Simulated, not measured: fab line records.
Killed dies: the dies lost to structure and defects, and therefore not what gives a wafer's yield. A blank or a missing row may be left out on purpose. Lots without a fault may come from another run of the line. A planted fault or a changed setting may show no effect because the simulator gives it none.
Split-lot experiment :: flow n5Finfet :: 21 wafers read from 7 lots, route of 1938 steps

## ON THE SPLIT
At N5_BEOL_M8_ETCH_65 (etches SiARC in CF4, target depth 15.6 nm, time 26 s), the setting sourceW was moved away from the recipe's 545 W on 8 of the 21 wafers read, by -17.3% to +17.8%. This setting was run at the recipe's value on the other wafers.

The split's own step is where the reading is taken.

## THE READING
rfVppV, in V, at N5_BEOL_M8_ETCH_65 (etches SiARC in CF4, target depth 15.6 nm, time 26 s). A value of 184.5 V with a standard deviation of 1.2 V is what fault-free wafers of this fab line usually give.

wafer: L076.2
tool, chamber at the split: rieDiel-04, 1
sourceW as run, W: 545
against the recipe: recipe
rfVppV, V: 183.6
against lot-mates on the recipe: -

wafer: L076.3
tool, chamber at the split: rieDiel-04, 2
sourceW as run, W: 545
against the recipe: recipe
rfVppV, V: 183.6
against lot-mates on the recipe: -

wafer: L076.4
tool, chamber at the split: rieDiel-04, 0
sourceW as run, W: 545
against the recipe: recipe
rfVppV, V: 184.5
against lot-mates on the recipe: -

wafer: L078.2
tool, chamber at the split: rieDiel-04, 3
sourceW as run, W: 545
against the recipe: recipe
rfVppV, V: 184.6
against lot-mates on the recipe: -

wafer: L078.3
tool, chamber at the split: rieDiel-04, 1
sourceW as run, W: 545
against the recipe: recipe
rfVppV, V: 184.2
against lot-mates on the recipe: -

wafer: L078.5
tool, chamber at the split: rieDiel-04, 2
sourceW as run, W: 545
against the recipe: recipe
rfVppV, V: 183.4
against lot-mates on the recipe: -

wafer: L080.1
tool, chamber at the split: rieDiel-02, 3
sourceW as run, W: 621.1
against the recipe: +14.0%
rfVppV, V: 174.6
against lot-mates on the recipe: -10.4

wafer: L080.2
tool, chamber at the split: rieDiel-02, 1
sourceW as run, W: 621.1
against the recipe: +14.0%
rfVppV, V: 176.8
against lot-mates on the recipe: -8.2

wafer: L080.3
tool, chamber at the split: rieDiel-02, 2
sourceW as run, W: 545
against the recipe: recipe
rfVppV, V: 185.0
against lot-mates on the recipe: -

wafer: L083.1
tool, chamber at the split: rieDiel-04, 0
sourceW as run, W: 641.9
against the recipe: +17.8%
rfVppV, V: 175.4
against lot-mates on the recipe: no lot-mate on the recipe

wafer: L083.3
tool, chamber at the split: rieDiel-04, 2
sourceW as run, W: 641.9
against the recipe: +17.8%
rfVppV, V: 174.3
against lot-mates on the recipe: no lot-mate on the recipe

wafer: L083.6
tool, chamber at the split: rieDiel-04, 0
sourceW as run, W: 641.9
against the recipe: +17.8%
rfVppV, V: 174.1
against lot-mates on the recipe: no lot-mate on the recipe

wafer: L084.2
tool, chamber at the split: rieDiel-02, 1
sourceW as run, W: 640.1
against the recipe: +17.4%
rfVppV, V: 175.4
against lot-mates on the recipe: -8.5

wafer: L084.3
tool, chamber at the split: rieDiel-02, 2
sourceW as run, W: 545
against the recipe: recipe
rfVppV, V: 184.6
against lot-mates on the recipe: -

wafer: L084.4
tool, chamber at the split: rieDiel-02, 3
sourceW as run, W: 545
against the recipe: recipe
rfVppV, V: 183.2
against lot-mates on the recipe: -

wafer: L086.2
tool, chamber at the split: rieDiel-05, 2
sourceW as run, W: 545
against the recipe: recipe
rfVppV, V: 185.2
against lot-mates on the recipe: -

wafer: L086.4
tool, chamber at the split: rieDiel-05, 0
sourceW as run, W: 450.5
against the recipe: -17.3%
rfVppV, V: 198.8
against lot-mates on the recipe: +13.6

wafer: L086.6
tool, chamber at the split: rieDiel-05, 1
sourceW as run, W: 450.5
against the recipe: -17.3%
rfVppV, V: 197.3
against lot-mates on the recipe: +12.1

wafer: L097.3
tool, chamber at the split: rieDiel-05, 2
sourceW as run, W: 545
against the recipe: recipe
rfVppV, V: 185.5
against lot-mates on the recipe: -

wafer: L097.5
tool, chamber at the split: rieDiel-05, 2
sourceW as run, W: 545
against the recipe: recipe
rfVppV, V: 185.1
against lot-mates on the recipe: -

wafer: L097.6
tool, chamber at the split: rieDiel-05, 1
sourceW as run, W: 545
against the recipe: recipe
rfVppV, V: 186.5
against lot-mates on the recipe: -

THE FIT
A straight line over all 21 wafers: rfVppV changes by -0.642 V for each +1% of sourceW; r = -0.98; the points scatter about the line by 1.3 V.
The same after taking each lot's own level away (the mean of its wafers on the recipe; 18 wafers): -0.661 V for each +1%; r = -0.98; scatter 1.1 V.
That fit puts the effect of the largest move of sourceW on the reading at 12 V.
The span of the lots' own levels, 183.90 to 185.70 V, comes to 1.5 times the standard deviation stated above.
The two slopes are in agreement: the lot-to-lot level therefore moves the slope only a little.
Check: -12.3 V against its lot-mates is what the line predicts for one of the wafers moved furthest among these (+17.4%) when that wafer is left out of the fit. It came out at -8.5 V against them.
Tool readings at the split's step, against how far the setting was moved: etchRfOnTimeS r = -0.98; rfVppV r = -0.98.

## THE WHOLE CHAIN: every reading that the file lists as answering this split, in the file's order
step: N5_BEOL_M8_ETCH_65
what it does: etches SiARC in CF4, target depth 15.6 nm, time 26 s
reading: etchRfOnTimeS
change (the file's fit): withheld for each +1% of the setting
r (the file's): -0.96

step: N5_BEOL_M8_ETCH_65
what it does: etches SiARC in CF4, target depth 15.6 nm, time 26 s
reading: rfVppV
change (the file's fit): -0.625 V for each +1% of the setting
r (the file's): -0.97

## FILE'S OWN FIT
rfVppV changes by -0.625 V for each +1% of sourceW, r = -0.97.
